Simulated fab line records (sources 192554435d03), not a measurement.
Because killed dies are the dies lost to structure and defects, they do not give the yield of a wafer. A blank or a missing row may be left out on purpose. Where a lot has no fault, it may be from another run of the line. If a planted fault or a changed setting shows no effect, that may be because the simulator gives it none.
fab line records ; flow n5Finfet
record: lots: 7; wafers: 20; lastDay: 17
route steps=1938 shown PASSIVATION@1917
lots with no fault: from the same line, run without faults
startH: hours from the record's first day to the start of the lot's first wafer shown ; waitH: hours since the lot's step before ; " unchanged from the row above ; L1.1+2: one row covering several wafers at once ; - value missing, or start not given ; * or withheld: withheld ; < > ~ a bound
route shown NAME@n: names a module that has steps shown in the file, with the first one's number in the route ; usual: average and standard deviation across the fault-free wafers ; same: alike in all rows ; chamber/n: place in a boat ; sites: each site's reading ; _std_site: their standard deviation ; _edge_site: the outer-site mean with the inner-site mean subtracted ; radiusMm: how far each site lies from the wafer's centre ; mask NAME#n: copy n ; behind: the tool/chamber that last shaped the wafer ; hold: reason for holding the lot/hours on hold/outcome of the hold ; device: transistor that didn't switch, given as n, p or np ; end of line: the route-end tests of the same wafers ; a step given without rows: its recipe and nothing more ; killed: dies that structure and defects cost at the first sort, which is not the same as the wafer's yield ; map: a wafer's dies, marking killed ones x, the rest . and places with no die _
set.NAME: setting as actually run; set.NAME@STEP: the setting as run at that earlier step ; model.NAME: the simulator's own value behind a step, which no gauge read
certain route steps with their lots: each step a table, each wafer a row
services: a tool's chamber out of use, with start hour (startH, from the record's first day; less than 0 if before it), hours out, and reason
== steps ==
step: N5_PASSIVATION_HMDS_37
recipe: timeS: 60; tempC: 120
step: N5_PASSIVATION_COAT_38
recipe: spinRpm: 3000; resistThkNm: withheld
step: N5_PASSIVATION_EBR_40
recipe: solvent: PGMEA; ebrWidthMm: 1.5
step: N5_PASSIVATION_SOFTBAKE_39
recipe: tempC: 110; timeS: 120
step: N5_PASSIVATION_EXPOSE_41
recipe: maskId: PASS_OPEN; na: 0.55; defocusNm: 0; sourceShape: conventional; sigmaOuter: 0.8; polarization: unpolarized; targetCdNm: 40000; doseMj: 57.25
step: N5_PASSIVATION_PEB_42
recipe: pebTempC: withheld; pebTimeS: *
step: N5_PASSIVATION_DEVELOP_43
recipe: developTimeS: 60; rinseLiquid: diw; dry: airSpin; devTempC: 21
step: N5_PASSIVATION_HARDBAKE_45
recipe: tempC: 130; timeS: 120
step: N5_PASSIVATION_CD_MEAS_44
recipe: targetCdNm: 40000; landingEnergyEv: 500; detector: seInlens
usual: cdNm: 39999/4.3
lot.wafer;tool;chamber;startH;waitH;cdNm
L731.4;cdSem-03;0;296.22;-;39997
L731.5;cdSem-03;0;296.22;-;40001
L731.6;cdSem-03;0;296.22;-;40003
L733.1;cdSem-03;0;299.63;-;39992
L733.4;cdSem-03;0;299.63;-;39992
L733.5;cdSem-03;0;299.63;-;39999
L743.2;cdSem-03;0;370.50;-;40002
L743.3;cdSem-03;0;370.50;-;40001
L743.6;cdSem-03;0;370.50;-;39996
L744.1;cdSem-03;0;373.71;-;39994
L744.5;cdSem-03;0;373.71;-;39998
L745.3;cdSem-01;0;380.83;-;40000
L745.4;cdSem-01;0;380.83;-;39998
L745.6;cdSem-01;0;380.83;-;40004
L747.2;cdSem-03;0;390.23;-;39999
L747.3;cdSem-03;0;390.23;-;39999
L747.6;cdSem-03;0;390.23;-;39994
L748.2;cdSem-03;0;401.85;-;39993
L748.3;cdSem-03;0;401.85;-;39992
L748.5;cdSem-03;0;401.85;-;39994
step: N5_PASSIVATION_OVL_MEAS_66
recipe: pointsPerWafer: 44
usual: PASS_OPEN_OVL: 1/4.4
same: pointsPerWafer: 44
lot.wafer;tool;chamber;startH;waitH;PASS_OPEN_OVL[nm]
L731.4;overlay-02;0;296.25;0.0;-1
L731.5;overlay-02;0;296.25;0.0;6
L731.6;overlay-02;0;296.25;0.0;1
L733.1;overlay-02;0;299.66;0.0;2
L733.4;overlay-02;0;299.66;0.0;-2
L733.5;overlay-02;0;299.66;0.0;11
L743.2;overlay-02;0;370.53;0.0;0
L743.3;overlay-02;0;370.53;0.0;-1
L743.6;overlay-02;0;370.53;0.0;2
L744.1;overlay-02;0;373.74;0.0;2
L744.5;overlay-02;0;373.74;0.0;1
L745.3;overlay-02;0;380.85;0.0;-7
L745.4;overlay-02;0;380.85;0.0;3
L745.6;overlay-02;0;380.85;0.0;0
L747.2;overlay-01;0;390.26;0.0;-1
L747.3;overlay-01;0;390.26;0.0;-1
L747.6;overlay-01;0;390.26;0.0;-7
L748.2;overlay-01;0;401.88;0.0;7
L748.3;overlay-01;0;401.88;0.0;-6
L748.5;overlay-01;0;401.88;0.0;5
step: N5_PASSIVATION_INSPECT_67
recipe: mode: adi; inspectInstrument: macro
usual: rawDefectCount: 1.9/1.4
lot.wafer;tool;chamber;startH;waitH;rawDefectCount
L731.4;defectInspect-01;-;296.28;0.0;4
L731.5;defectInspect-01;-;296.28;0.0;0
L731.6;defectInspect-01;-;296.28;0.0;2
L733.1;defectInspect-01;-;299.68;0.0;1
L733.4;defectInspect-01;-;299.68;0.0;3
L733.5;defectInspect-01;-;299.68;0.0;1
L743.2;defectInspect-01;-;370.56;0.0;3
L743.3;defectInspect-01;-;370.56;0.0;1
L743.6;defectInspect-01;-;370.56;0.0;0
L744.1;defectInspect-02;-;373.76;0.0;1
L744.5;defectInspect-02;-;373.76;0.0;1
L745.3;defectInspect-02;-;380.88;0.0;3
L745.4;defectInspect-02;-;380.88;0.0;5
L745.6;defectInspect-02;-;380.88;0.0;4
L747.2;defectInspect-02;-;390.28;0.0;0
L747.3;defectInspect-02;-;390.28;0.0;2
L747.6;defectInspect-02;-;390.28;0.0;0
L748.2;defectInspect-01;-;401.90;0.0;3
L748.3;defectInspect-01;-;401.90;0.0;3
L748.5;defectInspect-01;-;401.90;0.0;1
step: N5_PASSIVATION_DESCUM_46
recipe: chemistry: O2; timeS: 7.9; sourcePowerW: 50; biasPowerW: 20; pressureMtorr: 20; rfFrequencyHz: 2.712e+07; tempC: 40; o2FlowSccm: 225
usual: drypumpMotorCurrentA: 5.5/0.51; oesProductAu: 0.78/0.083; rfVppV: 243.3/1.6; showerheadPlenumPTorr: 2.10/0.088; tempC: 39.98/0.1; throttleValvePct: 20.50/0.23
lot.wafer;tool;chamber;startH;waitH;drypumpMotorCurrentA;oesProductAu;rfHoursCounterH;rfVppV;showerheadPlenumPTorr;tempC;throttleValvePct
L731.4;rieDiel-05;3;296.31;0.0;6.4;0.92;17;246.0;2.23;40.04;20.13
L731.5;rieDiel-05;0;296.31;0.0;5.9;0.73;-;244.2;2.18;40.06;20.75
L731.6;rieDiel-05;1;296.31;0.0;5.1;0.82;-;241.0;2.01;39.91;20.22
L733.1;rieDiel-06;0;300.10;0.4;4.8;0.72;201;241.5;1.98;40.03;20.43
L733.4;rieDiel-06;3;300.10;0.4;4.9;0.88;44;245.1;2.22;39.90;20.46
L733.5;rieDiel-06;2;300.10;0.4;5.3;0.70;-;243.0;2.06;40.03;20.64
L743.2;rieDiel-06;1;370.64;0.1;5.6;0.69;250;242.4;2.06;40.00;20.89
L743.3;rieDiel-06;3;370.64;0.1;4.8;0.85;71;244.1;2.21;39.82;20.51
L743.6;rieDiel-06;1;370.64;0.1;5.6;0.69;-;241.9;2.06;40.03;20.88
L744.1;rieDiel-06;3;373.80;0.0;4.9;0.84;73;244.9;2.21;39.84;20.51
L744.5;rieDiel-06;3;373.80;0.0;4.9;0.84;-;246.8;2.21;40.23;20.51
L745.3;rieDiel-06;1;380.91;0.0;5.6;0.68;255;242.2;2.06;40.01;20.89
L745.4;rieDiel-06;2;380.91;0.0;5.3;0.99;2;243.5;2.06;39.82;20.39
L745.6;rieDiel-06;3;380.91;0.0;4.9;0.83;-;245.3;2.21;39.83;20.51
L747.2;rieDiel-05;0;390.70;0.4;5.9;0.71;195;245.2;2.16;40.00;20.79
L747.3;rieDiel-05;3;390.70;0.4;6.4;0.87;48;244.8;2.21;39.94;20.18
L747.6;rieDiel-05;3;390.70;0.4;6.4;0.87;-;245.1;2.21;39.89;20.17
L748.2;rieDiel-05;2;402.66;0.8;5.4;0.78;126;244.7;2.19;39.97;20.31
L748.3;rieDiel-05;1;402.66;0.8;5.1;0.80;115;242.8;2.00;39.95;20.28
L748.5;rieDiel-05;0;402.66;0.8;5.9;0.71;-;243.9;2.16;39.89;20.79
step: N5_PASSIVATION_PASS_ETCH_47
recipe: chemistry: CF4/O2; target: SiNx; targetDepthA: 7700; timeS: 385; ionEnergyEv: 100; pressureMtorr: 40; sourceW: 535; biasW: 49; Ar_flow_sccm: 100; cf4FlowSccm: 100; O2_flow_sccm: 10
usual: drypumpMotorCurrentA: 5.5/0.51; oesProductAu: 0.78/0.082; rfVppV: 238/4.2; showerheadPlenumPTorr: 2.21/0.086; throttleValvePct: 15.97/0.24
lot.wafer;tool;chamber;startH;waitH;drypumpMotorCurrentA;oesProductAu;rfHoursCounterH;rfVppV;showerheadPlenumPTorr;throttleValvePct;model.etch.depthNm
L731.4;rieDiel-05;3;296.34;0.0;6.4;0.92;17;236;2.34;15.60;740.9
L731.5;rieDiel-05;0;296.34;0.0;5.9;0.73;-;239;2.31;16.29;773.8
L731.6;rieDiel-05;1;296.34;0.0;5.1;0.83;-;236;2.15;15.81;752.1
L733.1;rieDiel-06;0;300.13;0.0;4.8;0.72;201;232;2.11;15.97;761
L733.4;rieDiel-06;3;300.13;0.0;4.9;0.88;44;239;2.33;15.77;791.4
L733.5;rieDiel-06;2;300.13;0.0;5.3;0.70;-;232;2.17;16.13;773.3
L743.2;rieDiel-06;1;370.68;0.0;5.6;0.69;250;247;2.18;16.34;778.3
L743.3;rieDiel-06;3;370.68;0.0;4.9;0.76;71;237;2.32;15.82;435.5
L743.6;rieDiel-06;1;370.68;0.0;5.6;0.70;-;247;2.18;16.35;785.7
L744.1;rieDiel-06;3;373.83;0.0;4.9;0.77;73;239;2.32;15.82;438.7
L744.5;rieDiel-06;3;373.83;0.0;4.9;0.85;-;239;2.32;15.83;791.5
L745.3;rieDiel-06;1;380.95;0.0;5.6;0.62;255;246;2.17;16.33;436.9
L745.4;rieDiel-06;2;380.95;0.0;5.3;0.97;2;232;2.16;15.70;779.5
L745.6;rieDiel-06;3;380.95;0.0;4.9;0.85;-;238;2.32;15.86;796.3
L747.2;rieDiel-05;0;390.74;0.0;5.8;0.70;195;241;2.29;16.35;791.2
L747.3;rieDiel-05;3;390.74;0.0;6.4;0.86;48;238;2.33;15.64;758.7
L747.6;rieDiel-05;3;390.74;0.0;6.4;0.86;-;235;2.33;15.63;756.5
L748.2;rieDiel-05;2;402.70;0.0;5.4;0.78;126;239;2.28;15.72;733.5
L748.3;rieDiel-05;1;402.70;0.0;5.1;0.80;115;236;2.14;15.89;763.4
L748.5;rieDiel-05;0;402.70;0.0;5.9;0.70;-;241;2.29;16.36;789.1
step: N5_PASSIVATION_ETCH_54
recipe: chemistry: CHF3/O2; target: SiO2; targetDepthA: 8800; CHF3_flow_sccm: 50; O2_flow_sccm: 5; Ar_flow_sccm: 200; timeS: 440; maskMaterial: PR; pressureMtorr: 30; sourceW: 650; biasW: 170; ionEnergyEv: 200
usual: CHF3_flow_sccm: 49.99/0.15; drypumpMotorCurrentA: 5.5/0.5; oesProductAu: 0.77/0.082; rfVppV: 518/8.3; showerheadPlenumPTorr: 2.42/0.096; throttleValvePct: 18.92/0.24
lot.wafer;tool;chamber;startH;waitH;CHF3_flow_sccm;drypumpMotorCurrentA;oesProductAu;rfHoursCounterH;rfVppV;showerheadPlenumPTorr;throttleValvePct
L731.4;rieDiel-05;3;296.57;0.1;50.01;6.4;0.92;17;515;2.56;18.50
L731.5;rieDiel-05;0;296.57;0.1;49.92;5.9;0.73;-;522;2.52;19.22
L731.6;rieDiel-05;1;296.57;0.1;49.91;5.1;0.82;-;513;2.35;18.77
L733.1;rieDiel-06;0;300.36;0.1;50.22;4.8;0.72;201;502;2.31;18.95
L733.4;rieDiel-06;3;300.36;0.1;50.00;4.9;0.89;45;520;2.56;18.86
L733.5;rieDiel-06;2;300.36;0.1;49.93;5.3;0.70;-;509;2.37;19.03
L743.2;rieDiel-06;1;370.90;0.1;50.11;5.6;0.68;250;535;2.38;19.26
L743.3;rieDiel-06;3;370.90;0.1;49.83;4.9;0.67;71;520;2.55;18.87
L743.6;rieDiel-06;1;370.90;0.1;49.87;5.6;0.69;-;536;2.38;19.26
L744.1;rieDiel-06;3;374.06;0.1;49.89;4.9;0.67;73;520;2.55;18.87
L744.5;rieDiel-06;3;374.06;0.1;49.89;4.9;0.84;-;520;2.55;18.90
L745.3;rieDiel-06;1;381.17;0.1;49.94;5.6;0.54;255;535;2.38;19.26
L745.4;rieDiel-06;2;381.17;0.1;50.13;5.3;0.97;2;509;2.36;18.71
L745.6;rieDiel-06;3;381.17;0.1;50.03;4.9;0.84;-;520;2.55;18.89
L747.2;rieDiel-05;0;390.97;0.1;50.06;5.9;0.71;195;522;2.51;19.27
L747.3;rieDiel-05;3;390.97;0.1;50.04;6.4;0.87;48;513;2.54;18.55
L747.6;rieDiel-05;3;390.97;0.1;49.99;6.4;0.86;-;513;2.54;18.55
L748.2;rieDiel-05;2;402.92;0.1;49.80;5.4;0.79;126;522;2.49;18.60
L748.3;rieDiel-05;1;402.92;0.1;50.06;5.1;0.79;115;514;2.34;18.82
L748.5;rieDiel-05;0;402.92;0.1;49.91;5.9;0.70;-;523;2.51;19.28
== services ==
tool;chamber;startH;hours;kind
rieDiel-06;1;330.77;13.6;repair
rieDiel-05;-;352.93;2.8;pm
rieDiel-06;2;358.97;-;clean
rieDiel-06;2;358.97;-;consumableReplace:focusRing
rieDiel-06;2;358.97;15.0;scheduledDown
rieDiel-06;2;358.97;15.0;ventCycle
rieDiel-05;-;366.99;4.3;pm
rieDiel-06;1;386.04;1.5;repair
rieDiel-06;1;387.95;-;clean
rieDiel-06;1;387.95;-;consumableReplace:focusRing
== key ==
firstSign none at tools or gauges
modelEffect: step: N5_PASSIVATION_PASS_ETCH_47; value: etch.depthNm; without: 787.8; struck: 437
metAt N5_PASSIVATION_PASS_ETCH_47
struckWafers L743.3,L744.1,L745.3
laterRowsLeftOut L743.3,L744.1,L745.3
sortLeftOut L743.3,L744.1,L745.3
onsetBetween 300.13 370.68
fault: kind: processParameterDrift; tool: rieDiel-06; chamber: -; onsetH: 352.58; steps: N5_PASSIVATION_PASS_ETCH_47; channel: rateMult; offset: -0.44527; shape: step; endH: 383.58; scope: struckWafersOnly
sortLeftOut: the simulated sort isn't trusted on such a fault, so these wafers' sort isn't shown, and their yield isn't known
laterRowsLeftOut: the simulator's readings of these wafers behind a module that went badly wrong aren't trusted and aren't shown, but for the sort
